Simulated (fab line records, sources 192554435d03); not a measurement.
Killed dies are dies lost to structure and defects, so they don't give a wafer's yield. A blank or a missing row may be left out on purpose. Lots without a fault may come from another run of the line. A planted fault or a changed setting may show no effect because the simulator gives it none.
Chamber matching | flow n5_finfet | N5_SDB_CMP_30 on cmp-03: 4 sister chambers
The step polishes, stops on poly-Si, t overpolish 1.54 s, target thk 30 nm. 24 wafers are shown with their chamber, then 12 later ones without.

WAFERS WITH THEIR CHAMBER
wafer  | chamber | motor_current_A (A) | time_to_endpoint_s (s) | edge_zone_pressure_frac
L074.3 | 0       | 14.7                | 17                     | 0.994
L074.4 | 3       | 11.7                | 19                     | 0.999
L074.6 | 2       | 12.7                | 15                     | 1.003
L075.1 | 2       | 13.8                | 12                     | 0.996
L075.3 | 1       | 12.6                | 13                     | 0.998
L075.5 | 3       | 11.7                | 15                     | 1.008
L077.3 | 3       | 11.9                | 18                     | 1.003
L077.4 | 0       | 15.2                | 15                     | 0.997
L077.6 | 2       | 13.8                | 15                     | 1.002
L079.1 | 0       | 15.4                | 18                     | 0.996
L079.4 | 2       | 13.5                | 16                     | 1.003
L079.6 | 2       | 12.9                | 17                     | 1.010
L082.2 | 1       | 12.4                | 16                     | 0.998
L082.4 | 2       | 13.9                | 15                     | 0.997
L082.5 | 3       | 12.1                | 18                     | 0.998
L086.2 | 3       | 12.1                | 21                     | 0.999
L086.3 | 0       | 15.2                | 17                     | 1.004
L086.4 | 2       | 13.3                | 18                     | 1.003
L088.1 | 1       | 11.9                | 18                     | 1.005
L088.4 | 3       | 11.9                | 21                     | 1.001
L088.5 | 3       | 12.1                | 19                     | 1.007
L091.1 | 0       | 14.9                | 18                     | 1.004
L091.2 | 2       | 13.1                | 18                     | 0.997
L091.4 | 3       | 11.7                | 21                     | 1.010

SIGNATURES (means of the wafers above)
reading                 | chamber 0 | chamber 1 | chamber 2 | chamber 3 | scatter within a chamber
motor_current_A         | 15.080    | 12.300    | 13.375    | 11.900    | 0.333
time_to_endpoint_s      | 17.00     | 15.67     | 15.75     | 19.00     | 1.95
edge_zone_pressure_frac | 0.99900   | 1.00033   | 1.00137   | 1.00313   | 0.00459
Rule: a wafer's distance from a chamber is the root of the sum, over the readings, of the square of ((its reading less the chamber's mean) divided by the reading's scatter). The wafer belongs to the nearest chamber; if the next one is less than 2 further off, it can't be placed. The scatter: the root of (the sum of the squares of (reading less its chamber's mean) over the shown wafers, divided by (wafers less chambers)).

WAFERS WITHOUT THEIR CHAMBER
wafer  | motor_current_A (A) | time_to_endpoint_s (s) | edge_zone_pressure_frac
L092.1 | 15.3                | 22                     | 0.998
L092.2 | 12.5                | 19                     | 0.998
L092.3 | 12.1                | 23                     | 1.002
L094.3 | 12.4                | 16                     | 0.998
L094.4 | 12.4                | 20                     | 0.995
L094.6 | 14.9                | 17                     | 1.006
L095.2 | 15.2                | 16                     | 0.997
L095.5 | 12.3                | 14                     | 0.996
L095.6 | 14.8                | 14                     | 1.001
L096.3 | 11.6                | 20                     | 1.000
L096.5 | 11.9                | 16                     | 1.000
L096.6 | 12.7                | 15                     | 0.990

WHICH CHAMBER EACH WENT THROUGH
wafer  | from the rows above          | in truth
L092.1 | 0                            | 0
L092.2 | can't be placed: 1 or 3 or 2 | 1
L092.3 | can't be placed: 3 or 1      | 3
L094.3 | can't be placed: 1 or 3      | 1
L094.4 | can't be placed: 3 or 1 or 2 | 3
L094.6 | 0                            | 0
L095.2 | 0                            | 0
L095.5 | can't be placed: 1 or 3      | 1
L095.6 | 0                            | 0
L096.3 | can't be placed: 3 or 1      | 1
L096.5 | can't be placed: 1 or 3      | 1
L096.6 | can't be placed: 1 or 2 or 3 | 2
Placed correctly: 4 of 12. Can't be placed from these rows: 8 (the true chamber is among the candidates in 8). Placed wrongly: 0.
